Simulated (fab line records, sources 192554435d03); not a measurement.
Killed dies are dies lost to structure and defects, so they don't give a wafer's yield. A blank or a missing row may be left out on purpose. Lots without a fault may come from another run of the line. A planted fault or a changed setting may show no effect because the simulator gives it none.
Chamber matching | flow n5_finfet | N5_MOL_CONTACT_COAG_ETCHBACK_134 on rie_diel-03: 4 sister chambers
The step etches SiO2 in CHF3, target depth 10 nm, time 6.7 s. 7 wafers are shown with their chamber, then 7 later ones without.

WAFERS WITH THEIR CHAMBER
wafer  | chamber | showerhead_plenum_p_Torr (Torr) | rf_vpp_V (V)
L512.2 | 3       | 2.33                            | 513
L512.4 | 2       | 2.44                            | 519
L513.1 | 3       | 2.33                            | 510
L513.3 | 1       | 2.35                            | 516
L513.4 | 1       | 2.35                            | 516
L518.1 | 0       | 2.43                            | 531
L518.4 | 2       | 2.43                            | 518

WAFERS WITHOUT THEIR CHAMBER
wafer  | showerhead_plenum_p_Torr (Torr) | rf_vpp_V (V)
L518.5 | 2.33                            | 511
L523.3 | 2.32                            | 510
L523.4 | 2.34                            | 516
L523.6 | 2.43                            | 517
L530.1 | 2.34                            | 515
L530.2 | 2.42                            | 529
L530.6 | 2.42                            | 529

WHICH CHAMBER EACH WENT THROUGH
wafer  | from the rows above     | in truth
L518.5 | 3                       | 3
L523.3 | 3                       | 3
L523.4 | can't be placed: 1 or 3 | 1
L523.6 | 2                       | 2
L530.1 | can't be placed: 1 or 3 | 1
L530.2 | 0                       | 0
L530.6 | 0                       | 0
Placed correctly: 5 of 7. Can't be placed from these rows: 2 (the true chamber is among the candidates in 2). Placed wrongly: 0.
How it was worked out, from the rows above alone: a wafer's distance from a chamber is the root of the sum, over the readings, of the square of ((its reading less the chamber's mean) divided by the reading's scatter). The wafer belongs to the nearest chamber; if the next one is less than 2 further off, it can't be placed. A chamber's mean is the mean of its shown wafers. The scatter: the root of (the sum of the squares of (reading less its chamber's mean) over the shown wafers, divided by (wafers less chambers)).
